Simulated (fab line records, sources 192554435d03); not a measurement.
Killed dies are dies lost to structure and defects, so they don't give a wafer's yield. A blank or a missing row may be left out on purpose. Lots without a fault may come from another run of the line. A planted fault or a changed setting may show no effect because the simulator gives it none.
One fault seen from 2 desks | flow n5_finfet | each desk has only its own numbers; what lay behind them comes last

THE TOOL OWNER'S DESK: rie_diel-02
The tool's own readings at N5_BEOL_M4_TRENCH_ETCH_37 (etches SiOC in C4F6/O2, target depth 55.555 nm, time 29.2 s): means of the sampled wafers that have a number, for each lot that ran on this tool. A lot is out of limits, marked OUT, if its mean lies more than 4 standard deviations from the usual mean; the brackets give that distance. Of its 8 readings 7 are shown: the one that was out of limits first, and those that lie furthest out on some lot.
Columns: A = drypump_motor_current_A at N5_BEOL_M4_TRENCH_ETCH_37, usual 5.8 A; B = oes_f_703_au at N5_BEOL_M4_TRENCH_ETCH_37, usual 0.79 a.u.; C = oes_o_777_au at N5_BEOL_M4_TRENCH_ETCH_37, usual 0.79 a.u.; D = oes_product_au at N5_BEOL_M4_TRENCH_ETCH_37, usual 0.79 a.u.; E = rf_fwd_power_W at N5_BEOL_M4_TRENCH_ETCH_37, usual 350.5 W; F = rf_vpp_V at N5_BEOL_M4_TRENCH_ETCH_37, usual 664 V; G = showerhead_plenum_p_Torr at N5_BEOL_M4_TRENCH_ETCH_37, usual 2.88 Torr
lot  | first seen here | A   | B    | C    | D    | E               | F              | G
L646 | day 7 23:44     | 6.0 | 0.74 | 0.74 | 0.73 | 350.7           | 660            | 2.87
L647 | day 8 11:41     | 6.2 | 0.77 | 0.77 | 0.75 | 350.3           | 663            | 2.97
L653 | day 10 06:40    | 6.0 | 0.81 | 0.81 | 0.80 | 351.0           | 663            | 2.97
L663 | day 12 09:45    | 6.0 | 0.72 | 0.73 | 0.76 | 324.0 (-16) OUT | 697 (+6.1) OUT | 2.96
L664 | day 12 21:01    | 5.8 | 0.72 | 0.73 | 0.77 | 322.1 (-17) OUT | 700 (+6.6) OUT | 2.91
This desk's finding: out of limits on L663, L664; first on L663, day 12 09:45 (rf_fwd_power_W at N5_BEOL_M4_TRENCH_ETCH_37). In limits: L646, L647, L653.

THE METROLOGY DESK
What the gauges read, lot by lot, whatever tool the lot ran on: means of the sampled wafers that have a number. A lot is out of limits, marked OUT, if its mean lies more than 4 standard deviations from the usual mean; the brackets give that distance. Of its 14 readings 7 are shown: those that lie furthest out on some lot.
Columns: A = trench_depth_nm at N5_BEOL_M4_OCD_MEAS_38, usual 55.5 nm; B = M4_THK at N5_BEOL_M4_THK_MEAS_53, usual 39.9 nm; C = M4_RS at N5_BEOL_M4_RS_MEAS_58, usual 0.672 ohm/sq; D = IOFF_P at N5_BEOL_M4_RC_MEAS_101, usual 0.217 nA/um; E = ION_P at N5_BEOL_M4_RC_MEAS_101, usual 464 uA/um; F = SERP_M4_max_site at N5_BEOL_M4_RC_MEAS_101, usual 210 ohm/um; G = VT_P at N5_BEOL_M4_RC_MEAS_101, usual -250 mV
lot  | first seen here | A    | B    | C     | D     | E   | F   | G
L646 | day 7 23:53     | 55.7 | 40.1 | 0.667 | 0.201 | 463 | 210 | -250
L647 | day 8 11:51     | 55.5 | 39.5 | 0.682 | 0.206 | 463 | 212 | -250
L652 | day 9 19:54     | 55.6 | 41.9 | 0.642 | 0.233 | 467 | 201 | -248
L653 | day 10 06:49    | 55.9 | 41.2 | 0.642 | 0.261 | 474 | 183 | -244
L663 | day 12 09:55    | 53.6 | 39.0 | 0.701 | 0.217 | 461 | 218 | -252
L666 | day 12 18:09    | 55.6 | 38.4 | 0.704 | 0.218 | 465 | 226 | -247
L664 | day 12 21:11    | 53.7 | 37.2 | 0.742 | 0.212 | 463 | 226 | -251
This desk's finding: nothing out of limits on any of the 7 lots.

PUT TOGETHER
The tool owner's desk could have raised an alarm at day 12 09:45, on L663, L664.
The metrology desk saw nothing out of limits.
The metrology desk has L663, L664 on record, within its limits.
Of the lots named, all ran N5_BEOL_M4_TRENCH_ETCH_37 on rie_diel-02.

WHAT THE SIMULATOR HAD PUT IN
Process parameter drift: rie_diel-02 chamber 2, from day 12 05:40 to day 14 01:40, at N5_BEOL_M4_TRENCH_ETCH_37. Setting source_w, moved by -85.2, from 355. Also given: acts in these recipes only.
Lots struck among those shown: L663, L664.
Hours from the fault's start to each desk's first reading out of limits: the tool owner's desk, 4.
